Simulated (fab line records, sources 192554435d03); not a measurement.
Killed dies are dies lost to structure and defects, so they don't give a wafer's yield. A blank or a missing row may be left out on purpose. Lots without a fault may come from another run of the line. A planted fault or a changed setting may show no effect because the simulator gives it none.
Chamber matching | flow n5_finfet | N5_BEOL_M4_ETCH_77 on rie_diel-02: 4 sister chambers
The step etches underlayer in N2/H2, target depth 6.5 nm, time 5.2 s. 14 wafers are shown with their chamber, then 7 later ones without.

WAFERS WITH THEIR CHAMBER
wafer  | chamber | showerhead_plenum_p_Torr (Torr) | drypump_motor_current_A (A) | rf_vpp_V (V)
L074.1 | 0       | 2.71                            | 5.5                         | 529.1
L074.4 | 2       | 2.62                            | 5.8                         | 524.8
L074.6 | 1       | 2.45                            | 6.3                         | 520.9
L076.1 | 3       | 2.48                            | 6.1                         | 522.2
L076.3 | 2       | 2.62                            | 5.8                         | 523.4
L076.5 | 0       | 2.71                            | 5.6                         | 528.3
L077.2 | 3       | 2.48                            | 6.1                         | 522.7
L077.3 | 2       | 2.62                            | 5.8                         | 524.0
L077.4 | 1       | 2.45                            | 6.3                         | 522.1
L086.3 | 2       | 2.61                            | 5.8                         | 524.8
L086.4 | 3       | 2.47                            | 6.1                         | 523.9
L086.6 | 2       | 2.61                            | 5.8                         | 524.8
L087.1 | 3       | 2.47                            | 6.1                         | 521.6
L087.2 | 2       | 2.61                            | 5.8                         | 524.5

SIGNATURES (means of the wafers above)
reading                  | chamber 0 | chamber 1 | chamber 2 | chamber 3 | scatter within a chamber
showerhead_plenum_p_Torr | 2.7100    | 2.4500    | 2.6150    | 2.4750    | 0.005
drypump_motor_current_A  | 5.550     | 6.300     | 5.800     | 6.100     | 0.0224
rf_vpp_V                 | 528.700   | 521.500   | 524.383   | 522.600   | 0.745
Rule: a wafer's distance from a chamber is the root of the sum, over the readings, of the square of ((its reading less the chamber's mean) divided by the reading's scatter). The wafer belongs to the nearest chamber; if the next one is less than 2 further off, it can't be placed. The scatter: the root of (the sum of the squares of (reading less its chamber's mean) over the shown wafers, divided by (wafers less chambers)).

WAFERS WITHOUT THEIR CHAMBER
wafer  | showerhead_plenum_p_Torr (Torr) | drypump_motor_current_A (A) | rf_vpp_V (V)
L087.5 | 2.69                            | 5.5                         | 526.9
L093.1 | 2.60                            | 5.8                         | 524.7
L093.3 | 2.43                            | 6.3                         | 522.5
L093.4 | 2.69                            | 5.5                         | 526.6
L094.2 | 2.43                            | 6.4                         | 523.0
L094.3 | 2.46                            | 6.1                         | 522.0
L094.6 | 2.69                            | 5.5                         | 526.8

WHICH CHAMBER EACH WENT THROUGH
wafer  | from the rows above | in truth
L087.5 | 0                   | 0
L093.1 | 2                   | 2
L093.3 | 1                   | 1
L093.4 | 0                   | 0
L094.2 | 1                   | 1
L094.3 | 3                   | 3
L094.6 | 0                   | 0
Placed correctly: 7 of 7. Can't be placed from these rows: 0. Placed wrongly: 0.
